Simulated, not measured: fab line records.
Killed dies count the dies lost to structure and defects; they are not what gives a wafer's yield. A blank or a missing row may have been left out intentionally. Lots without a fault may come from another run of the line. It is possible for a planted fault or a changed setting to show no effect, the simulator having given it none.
fab line records    flow nand-harc
record: lots: 12  wafers: 36  last-day: 33
route steps=1302 shown THIN_TSV@1270 END@1302
lots with no fault: from the same line, run without faults
start-h: the number of hours between the record's first day and the start of the first shown wafer of the lot    wait-h: time in hours since the lot's previous step    " same as the row above    L1.1+2: a single row standing in for several wafers    - value missing, or start not given    * or withheld: withheld    < > ~ a bound
route shown NAME@n: names a module that has steps shown in the file, with the first one's number in the route    usual: mean/standard deviation taken from wafers without a fault    same: alike in all rows    chamber/n: place in a boat    sites: each site's reading    _std_site: standard deviation of those values    _edge_site: the outer-site mean with the inner-site mean subtracted    radius-mm: how far each site lies from the wafer's centre    mask NAME#n: copy n    behind: the most recent tool/chamber to have shaped the wafer    hold: the reason the lot was held/the length of the hold in hours/how it ended    device: whichever transistor did not switch (one of n, p or np)    end of line: tests of these same wafers at the route's end    a step with no rows: only its recipe    killed: count of dies lost to structure and defects at first sort (not the wafer's yield)    map: per-die view of a wafer (x killed, . not killed, _ where there is no die)
set.NAME: the run value of the setting; set.NAME@STEP: its run value at that earlier step    model.NAME: the simulator's own value behind a step, which no gauge read
one table for each step of the route and one row for each wafer, over a sample of lots
services: a tool's chamber out of use, with start hour (start-h, from the record's first day; less than 0 if before it), hours out, and reason
== steps ==
step: NHARC_THIN_TSV_DEGAS_49
recipe: temp-c: 300  time-s: 120
usual: heater-power-w: 485/32
lot.wafer  tool            chamber  start-h  wait-h  heater-power-w
L417.4     pvd-sputter-01  -        566.55   0.1     493
L417.5     "               -        "        "       471
L417.6     "               -        "        "       476
L414.1     pvd-sputter-02  -        567.75   0.2     453
L414.3     "               -        "        "       532
L414.5     "               -        "        "       536
L418.1     pvd-sputter-03  -        578.21   0.1     514
L418.3     "               -        "        "       531
L418.6     "               -        "        "       458
L419.3     pvd-sputter-03  -        579.23   0.1     470
L419.6     "               -        "        "       539
L419.5     "               -        "        "       453
L423.2     pvd-sputter-02  -        650.79   0.1     445
L423.1     "               -        "        "       471
L423.5     "               -        "        "       507
L424.4     pvd-sputter-01  -        657.08   0.1     545
L424.3     "               -        "        "       477
L424.5     "               -        "        "       439
L431.4     pvd-sputter-01  -        718.61   0.1     466
L431.2     "               -        "        "       478
L431.5     "               -        "        "       547
L433.4     pvd-sputter-03  -        738.63   0.1     470
L433.3     "               -        "        "       516
L433.6     "               -        "        "       478
L434.2     pvd-sputter-03  -        759.02   0.1     508
L434.5     "               -        "        "       509
L434.6     "               -        "        "       469
L436.1     pvd-sputter-03  -        760.16   0.2     446
L436.3     "               -        "        "       481
L436.4     "               -        "        "       510
L435.2     pvd-sputter-03  -        765.55   0.1     472
L435.4     "               -        "        "       505
L435.5     "               -        "        "       482
L437.4     pvd-sputter-03  -        784.75   0.1     477
L437.2     "               -        "        "       430
L437.6     "               -        "        "       513
step: NHARC_THIN_TSV_ANNEAL_52
recipe: temp-c: 225  time-s: 90
usual: wafer_temp_C_max: 226.07/0.24
lot.wafer  tool           chamber  start-h  wait-h  wafer_temp_C_max
L417.4     rtp-anneal-01  0        567.87   0.6     226.05
L417.5     "              0        "        "       226.33
L417.6     "              0        "        "       225.74
L414.1     rtp-anneal-02  0        568.93   0.6     226.36
L414.3     "              0        "        "       226.32
L414.5     "              0        "        "       226.14
L418.1     rtp-anneal-01  0        579.40   0.5     225.77
L418.3     "              0        "        "       226.09
L418.6     "              0        "        "       225.84
L419.3     rtp-anneal-02  0        580.50   0.5     225.80
L419.5     "              0        "        "       225.78
L419.6     "              0        "        "       225.83
L423.1     rtp-anneal-02  0        651.99   0.7     226.01
L423.2     "              0        "        "       226.22
L423.5     "              0        "        "       226.15
L424.3     rtp-anneal-02  0        658.36   0.5     226.13
L424.4     "              0        "        "       226.23
L424.5     "              0        "        "       225.92
L431.2     rtp-anneal-02  0        719.84   0.7     226.22
L431.4     "              0        "        "       226.36
L431.5     "              0        "        "       225.71
L433.3     rtp-anneal-01  0        739.94   0.5     226.20
L433.4     "              0        "        "       225.82
L433.6     "              0        "        "       226.23
L434.2     rtp-anneal-01  0        760.26   0.7     225.97
L434.5     "              0        "        "       225.82
L434.6     "              0        "        "       225.79
L436.1     rtp-anneal-02  0        761.47   0.6     226.29
L436.3     "              0        "        "       225.98
L436.4     "              0        "        "       225.98
L435.2     rtp-anneal-02  0        766.77   0.7     225.79
L435.4     "              0        "        "       225.92
L435.5     "              0        "        "       225.99
L437.2     rtp-anneal-01  0        785.98   0.6     226.20
L437.4     "              0        "        "       226.38
L437.6     "              0        "        "       226.32
step: NHARC_THIN_TSV_DESCUM_35
recipe: time-s: 3  o2-flow-sccm: 200  ar-flow-sccm: 0  bias-power-w: 0  chemistry: O2
usual: drypump-motor-current-A: 5.9/0.4  oes-product-au: 0.999/0.0098  rf-vpp-V: 57.8/0.98  showerhead-plenum-p-Torr: 1.93/0.1  throttle-valve-pct: 11.311/0.0099
lot.wafer  tool         chamber  start-h  wait-h  drypump-motor-current-A  oes-product-au  rf-hours-counter-h  rf-vpp-V  showerhead-plenum-p-Torr  throttle-valve-pct
L417.4     rie-diel-09  1        569.79   -       6.3                      1.013           3.0                 56.4      1.94                      11.311
L417.5     "            1        "        "       6.3                      1.024           -                   58.0      1.94                      11.308
L417.6     "            2        "        "       6.0                      1.004           -                   58.2      2.05                      11.313
L414.1     rie-diel-13  0        570.96   -       5.4                      1.009           2.7                 58.9      1.85                      11.314
L414.3     "            1        "        "       6.4                      1.013           3.7                 57.6      1.94                      11.315
L414.5     "            3        "        "       6.3                      0.985           -                   58.1      2.03                      11.331
L418.1     rie-diel-13  2        581.42   -       5.4                      0.991           4.6                 57.1      1.77                      11.317
L418.3     "            3        "        "       6.3                      0.980           4.5                 57.5      2.03                      11.303
L418.6     "            0        "        "       5.4                      1.009           -                   58.2      1.85                      11.311
L419.3     rie-diel-09  0        582.41   -       6.1                      0.998           3.4                 57.2      1.86                      11.305
L419.6     "            2        "        "       6.0                      1.004           -                   60.2      2.05                      11.307
L419.5     "            3        "        "       5.9                      1.004           -                   57.8      2.06                      11.311
L423.2     rie-diel-09  1        654.13   -       6.3                      1.009           6.5                 59.7      1.94                      11.283
L423.1     "            2        "        "       6.1                      0.990           7.1                 58.0      2.05                      11.321
L423.5     "            3        "        "       5.9                      0.992           -                   58.8      2.06                      11.304
L424.4     rie-diel-10  1        660.26   -       5.8                      0.996           4.0                 58.4      1.95                      11.296
L424.3     "            2        "        "       4.8                      0.983           4.2                 58.5      2.03                      11.312
L424.5     "            0        "        "       5.8                      0.986           -                   56.6      1.78                      11.316
L431.2     rie-diel-09  0        721.80   -       6.1                      0.999           2.3                 55.9      1.86                      11.309
L431.4     "            1        "        "       6.3                      0.997           2.5                 58.1      1.94                      11.313
L431.5     "            3        "        "       5.9                      1.001           -                   58.7      2.06                      11.309
L433.4     rie-diel-10  3        741.94   -       5.7                      1.008           6.6                 59.0      1.80                      11.319
L433.3     "            0        "        "       5.9                      1.001           6.3                 56.3      1.78                      11.325
L433.6     "            3        "        "       5.7                      1.014           -                   58.2      1.80                      11.320
L434.2     rie-diel-13  2        762.22   -       5.4                      0.996           4.5                 57.3      1.77                      11.314
L434.5     "            1        "        "       6.3                      1.002           -                   56.7      1.94                      11.327
L434.6     "            2        "        "       5.5                      0.996           -                   57.1      1.77                      11.317
L436.4     rie-diel-09  2        763.46   -       6.0                      0.994           4.9                 60.3      2.05                      11.320
L436.3     "            3        "        "       5.9                      0.999           4.3                 59.1      2.05                      11.307
L436.1     "            0        "        "       6.1                      0.988           3.9                 57.6      1.86                      11.304
L435.2     rie-diel-13  1        768.84   -       6.3                      1.011           3.0                 58.6      1.94                      11.311
L435.4     "            2        "        "       5.4                      0.998           4.7                 57.9      1.77                      11.309
L435.5     "            0        "        "       5.4                      1.000           -                   57.2      1.85                      11.325
L437.2     rie-diel-13  1        788.06   -       6.3                      1.006           4.0                 58.9      1.94                      11.311
L437.6     "            2        "        "       5.5                      0.992           -                   57.7      1.77                      11.335
L437.4     "            3        "        "       6.3                      0.998           -                   58.0      2.02                      11.314
step: NHARC_THIN_TSV_ETCH_59
recipe: target-depth-a: 8800  icp-w: 900  bias-w: 100  Cl2_flow_sccm: 60  bcl3-flow-sccm: 30  time-s: 138.1  chemistry: Cl2/BCl3
usual: drypump-motor-current-A: 5.8/0.51  mfc-cl2-sccm: 59.97/0.21  oes-product-au: 0.997/0.0083  rf-fwd-power-W: 896/3.1  throttle-valve-pct: 22.263/0.0093
lot.wafer  tool          chamber  start-h  wait-h  drypump-motor-current-A  mfc-cl2-sccm  oes-product-au  rf-fwd-power-W  rf-hours-counter-h  throttle-valve-pct
L417.4     rie-metal-02  1        570.02   0.2     5.6                      60.00         0.998           897             -                   22.262
L417.6     "             0        "        "       4.9                      59.99         0.989           893             -                   22.267
L417.5     "             1        "        "       5.6                      60.23         1.002           896             -                   22.270
L414.1     rie-metal-01  1        571.10   0.1     6.2                      59.96         1.004           895             2.8                 22.259
L414.3     "             1        "        "       6.2                      60.08         0.989           896             -                   22.241
L414.5     "             1        "        "       6.2                      59.90         1.001           900             -                   22.257
L418.1     rie-metal-03  1        581.56   0.1     6.6                      59.99         0.989           895             1.7                 22.275
L418.3     "             1        "        "       6.6                      59.80         0.994           895             -                   22.282
L418.6     "             1        "        "       6.6                      59.86         0.986           896             -                   22.254
L419.3     rie-metal-02  1        582.62   0.2     5.6                      60.00         1.007           893             -                   22.265
L419.5     "             0        "        "       4.9                      59.57         0.993           900             -                   22.252
L419.6     "             1        "        "       5.6                      60.03         1.013           898             -                   22.261
L423.1     rie-metal-01  0        654.23   0.1     5.4                      60.13         1.003           891             0.9                 22.253
L423.2     "             1        "        "       6.2                      59.85         0.994           898             0.9                 22.262
L423.5     "             1        "        "       6.2                      59.67         0.996           903             -                   22.262
L424.4     rie-metal-02  0        660.43   0.2     4.9                      60.03         1.005           897             -                   22.246
L424.3     "             1        "        "       5.6                      59.67         1.010           899             -                   22.285
L424.5     "             0        "        "       4.9                      59.90         1.003           896             -                   22.254
L431.2     rie-metal-01  0        721.90   0.1     5.4                      59.77         1.007           896             2.2                 22.266
L431.4     "             1        "        "       6.2                      60.10         0.996           895             -                   22.262
L431.5     "             0        "        "       5.4                      59.96         1.007           894             -                   22.269
L433.3     rie-metal-03  0        742.21   0.2     6.0                      60.04         0.984           892             -                   22.253
L433.4     "             0        "        "       6.0                      60.01         0.728           890             -                   22.263
L433.6     "             0        "        "       6.0                      59.94         0.726           895             -                   22.285
L434.2     rie-metal-03  0        762.33   0.1     6.0                      59.67         0.732           897             1.1                 22.269
L434.6     "             0        "        "       6.0                      60.04         0.728           894             -                   22.272
L434.5     "             1        "        "       6.6                      60.11         0.988           890             -                   22.258
L436.1     rie-metal-01  0        763.58   0.1     5.4                      60.23         0.993           897             0.0                 22.247
L436.3     "             0        "        "       5.4                      60.28         1.008           898             -                   22.260
L436.4     "             1        "        "       6.2                      60.11         1.006           899             -                   22.280
L435.2     rie-metal-02  0        768.95   0.1     4.9                      59.83         0.994           896             1.9                 22.243
L435.4     "             0        "        "       4.9                      59.98         0.990           891             -                   22.264
L435.5     "             0        "        "       4.9                      60.15         0.992           893             -                   22.263
L437.2     rie-metal-01  1        788.18   0.1     6.2                      59.67         0.998           895             0.4                 22.267
L437.4     "             1        "        "       6.2                      59.91         1.001           897             -                   22.276
L437.6     "             0        "        "       5.4                      60.31         1.006           896             -                   22.262
step: NHARC_THIN_TSV_CD_MEAS_37
usual: cd-nm: 5000.2/2.6
lot.wafer  tool       chamber  start-h  wait-h  cd-nm
L417.4     cd-sem-02  -        571.07   -       5006.2
L417.5     "          -        "        "       5005.4
L417.6     "          -        "        "       4997.0
L414.1     cd-sem-01  -        572.21   -       4998.4
L414.3     "          -        "        "       4993.9
L414.5     "          -        "        "       4997.6
L418.1     cd-sem-03  -        582.69   -       5001.6
L418.3     "          -        "        "       5000.4
L418.6     "          -        "        "       5001.8
L419.3     cd-sem-03  -        583.67   -       5001.1
L419.5     "          -        "        "       4997.3
L419.6     "          -        "        "       5002.9
L423.1     cd-sem-01  -        655.39   -       5002.5
L423.2     "          -        "        "       5003.1
L423.5     "          -        "        "       5000.8
L424.3     cd-sem-01  -        661.52   -       5001.5
L424.4     "          -        "        "       5002.1
L424.5     "          -        "        "       4998.1
L431.2     cd-sem-03  -        723.07   -       5002.7
L431.4     "          -        "        "       5004.5
L431.5     "          -        "        "       4999.7
L433.3     cd-sem-03  -        743.47   -       5000.1
L433.4     "          -        "        "       5014.1
L433.6     "          -        "        "       5014.5
L434.2     cd-sem-02  -        763.49   -       5018.2
L434.5     "          -        "        "       5003.6
L434.6     "          -        "        "       5017.7
L436.1     cd-sem-02  -        764.74   -       5001.3
L436.3     "          -        "        "       5000.6
L436.4     "          -        "        "       5002.7
L435.2     cd-sem-01  -        770.10   -       5000.4
L435.4     "          -        "        "       4997.9
L435.5     "          -        "        "       5002.6
L437.2     cd-sem-01  -        789.36   -       5000.7
L437.4     "          -        "        "       5000.6
L437.6     "          -        "        "       4997.9
step: NHARC_END_SORT_01
recipe: temp-c: 25
usual: defect-limited-yield: 90.1/2.6  killed-at-array: 63/17  killed-at-other: 0.8/1.1  killed-at-periphery: 3.5/3  killed-dies: 67/17  killed-open: 3.1/1.6  killed-short: 2.6/1.4
same: gross-dies: 677
lot.wafer  tool       chamber  start-h  wait-h  defect-limited-yield[%]  killed-at-array  killed-at-other  killed-at-periphery  killed-dies  killed-open  killed-short
L414.1     prober-02  0        580.63   2.5     88.9                     70               0                5                    75           3            1
L414.3     prober-02  0        582.22   3.1     88.3                     75               1                3                    79           4            6
L414.5     prober-02  0        583.80   3.7     89.1                     72               0                2                    74           7            4
L419.3     prober-01  0        597.77   3.1     95.3                     27               0                5                    32           2            5
L419.5     prober-01  0        599.37   3.7     96.2                     19               1                6                    26           5            2
L419.6     prober-01  0        600.17   4.0     96.5                     17               0                7                    24           2            2
L423.1     prober-01  0        663.62   2.5     90.8                     61               0                1                    62           2            2
L423.2     prober-01  0        664.42   2.8     91.4                     54               2                2                    58           3            1
L423.5     prober-01  0        666.83   3.7     90.3                     63               1                2                    66           2            5
L434.2     prober-02  0        771.91   2.8     0                        61               612              4                    677          6            4
L434.5     prober-02  0        774.34   3.7     89.1                     72               0                2                    74           1            5
L434.6     prober-02  0        775.15   4.1     0                        59               613              5                    677          2            3
killed by level:class
L414.1 A_CHANNEL_HOLE_D1:chamber-film-flake=29 A_CHANNEL_HOLE_D2:chamber-film-flake=25 A_STAIRCASE:chamber-film-flake=9 A_CONTACT:chamber-film-flake=4 P_ZERO_WELL:chamber-film-flake=2 P_M2:chamber-film-flake=2 P_CONTACT:geometric-particle:open=1 A_CHANNEL_HOLE_D1:geometric-particle:open=1
L414.3 A_CHANNEL_HOLE_D2:chamber-film-flake=27 A_CHANNEL_HOLE_D1:chamber-film-flake=25 A_STAIRCASE:chamber-film-flake=7 A_CONTACT:chamber-film-flake=5 A_DECK1_JOINT:geometric-particle:short=2 P_M2:chamber-film-flake=2 A_CHANNEL_FILL_D2:chamber-film-flake=2 A_SOURCE_PLATE:geometric-particle:open=1
L414.5 A_CHANNEL_HOLE_D2:chamber-film-flake=27 A_CHANNEL_HOLE_D1:chamber-film-flake=25 A_STAIRCASE:chamber-film-flake=7 A_CONTACT:chamber-film-flake=3 P_M0:geometric-particle:open=1 A_ONON_D1:geometric-particle:open=1 A_ONON_D1:geometric-particle:short=1 A_CHANNEL_FILL_D1:geometric-particle:open=1
L419.3 A_CHANNEL_HOLE_D2:chamber-film-flake=11 A_DECK1_JOINT:chamber-film-flake=4 P_STI:chamber-film-flake=3 A_CONTACT:chamber-film-flake=2 P_CONTACT:geometric-particle:open=1 A_ONON_D1:geometric-particle:short=1 A_CHANNEL_FILL_D1:geometric-particle:short=1 A_CHANNEL_HOLE_D2:geometric-particle:open=1
L419.5 A_CHANNEL_HOLE_D2:chamber-film-flake=9 P_STI:chamber-film-flake=3 A_CHANNEL_HOLE_D1:chamber-film-flake=3 P_GATE:chamber-film-flake=2 P_CONTACT:geometric-particle:open=1 A_DECK1_JOINT:geometric-particle:open=1 A_ONON_D2:geometric-particle:short=1 A_CHANNEL_FILL_D2:geometric-particle:open=1
L419.6 A_CHANNEL_HOLE_D2:chamber-film-flake=7 A_CHANNEL_HOLE_D1:chamber-film-flake=4 P_STI:chamber-film-flake=3 P_GATE:chamber-film-flake=2 A_CONTACT:chamber-film-flake=2 P_GATE:geometric-particle:open=1 P_CONTACT:geometric-particle:open=1 A_CHANNEL_FILL_D1:geometric-particle:short=1
L423.1 A_SLIT:chamber-film-flake=35 A_STAIRCASE:chamber-film-flake=7 A_CHANNEL_HOLE_D1:chamber-film-flake=4 A_CHANNEL_FILL_D1:chamber-film-flake=3 A_ONON_D2:geometric-particle:short=2 A_WL_FILL:chamber-film-flake=2 A_CONTACT:chamber-film-flake=2 A_ONON_D1:geometric-particle:open=1
L423.2 A_SLIT:chamber-film-flake=30 A_CONTACT:chamber-film-flake=7 A_STAIRCASE:chamber-film-flake=4 A_BLC:chamber-film-flake=4 A_SGD_CUT:chamber-film-flake=3 A_ZERO_WELL:chamber-film-flake=2 A_CHANNEL_FILL_D2:chamber-film-flake=2 P_GATE:geometric-particle:open=1
L423.5 A_SLIT:chamber-film-flake=27 A_CHANNEL_HOLE_D1:chamber-film-flake=9 A_STAIRCASE:chamber-film-flake=7 A_CHANNEL_FILL_D2:chamber-film-flake=3 A_CONTACT:chamber-film-flake=3 A_CHANNEL_FILL_D2:geometric-particle:short=2 A_WL_FILL:geometric-particle:short=2 A_BLC:chamber-film-flake=2
L434.2 THIN_TSV:area-etch=611 A_CHANNEL_HOLE_D2:chamber-film-flake=28 A_CHANNEL_HOLE_D1:chamber-film-flake=9 A_CONTACT:chamber-film-flake=8 A_SLIT:chamber-film-flake=5 P_GATE:chamber-film-flake=4 A_ONON_D1:geometric-particle:open=3 A_CHANNEL_FILL_D1:geometric-particle:short=2
L434.5 A_CHANNEL_HOLE_D2:chamber-film-flake=30 A_CHANNEL_HOLE_D1:chamber-film-flake=15 A_CONTACT:chamber-film-flake=11 A_SLIT:chamber-film-flake=5 A_STAIRCASE:chamber-film-flake=3 P_GATE:chamber-film-flake=2 A_DECK1_JOINT:geometric-particle:short=1 A_ONON_D2:geometric-particle:short=1
L434.6 THIN_TSV:area-etch=613 A_CHANNEL_HOLE_D2:chamber-film-flake=31 A_CHANNEL_HOLE_D1:chamber-film-flake=11 A_STAIRCASE:chamber-film-flake=5 A_CONTACT:chamber-film-flake=5 P_GATE:chamber-film-flake=3 A_SGD_CUT:geometric-particle:short=2 A_SLIT:chamber-film-flake=2
== services ==
tool            chamber  start-h  hours  kind
rie-metal-03    0        544.49   26.8   repair
pvd-sputter-03  -        554.30   3.0    repair
rie-metal-01    -        575.00   9.0    pm
pvd-sputter-01  -        582.09   10.0   pm
rie-metal-02    0        590.84   45.2   repair
rie-diel-13     -        600.70   1.2    repair
rie-metal-02    1        606.01   19.0   repair
rie-metal-02    -        631.00   9.0    pm
pvd-sputter-03  -        640.88   3.3    repair
rie-diel-09     0        641.39   4.7    repair
rie-metal-01    1        655.90   2.3    repair
rie-diel-09     -        674.10   9.0    pm
rie-metal-02    -        678.97   1.0    repair
pvd-sputter-01  -        681.36   0.6    repair
pvd-sputter-03  -        682.98   3.2    repair
rie-diel-13     0        684.95   7.3    repair
pvd-sputter-03  -        686.98   22.1   repair
rie-diel-13     -        696.29   9.0    pm
rie-diel-09     3        724.98   6.8    repair
rtp-anneal-02   -        744.16   12.0   pm
pvd-sputter-03  -        745.86   0.9    repair
rie-diel-13     1        747.53   10.3   repair
rie-metal-01    -        752.00   9.0    pm
rie-diel-13     2        772.68   6.5    repair
== key ==
first-sign: step: NHARC_THIN_TSV_ETCH_59  reading: oes-product-au  direction: down  sigmas: 32  usual: 0.997  struck: 0.729
effect: step: NHARC_THIN_TSV_CD_MEAS_37  reading: cd-nm  direction: up  sigmas: 6.1  usual: 5000.2  struck: 5016.1
effect: step: NHARC_END_SORT_01  reading: killed-dies  direction: up  sigmas: 35  usual: 67  struck: 677
more-kills-born-at: NHARC_THIN_TSV_ETCH_59@rie-metal-03: 1224
met-at NHARC_THIN_TSV_ETCH_59
struck-lots L433,L434
struck-wafers L433.4,L433.6,L434.2,L434.6
later-rows-left-out L433.4,L433.6,L434.2,L434.6
sort-left-out L433.4,L433.6
not-acting-at NHARC_THIN_TSV_DEGAS_49,NHARC_THIN_TSV_ANNEAL_52,NHARC_THIN_TSV_DESCUM_35
onset-between 581.56 742.21
fault: kind: process-parameter-drift  tool: rie-metal-03  chamber: -  onset-h: 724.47  steps: NHARC_THIN_TSV_ETCH_59  channel: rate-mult  offset: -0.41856  shape: step  end-h: 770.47  scope: struck-wafers-only
sort-left-out: the simulated sort isn't trusted on such a fault, so these wafers' sort isn't shown, and their yield isn't known
later-rows-left-out: the simulator's readings of these wafers behind a module that went badly wrong aren't trusted and aren't shown, but for the sort
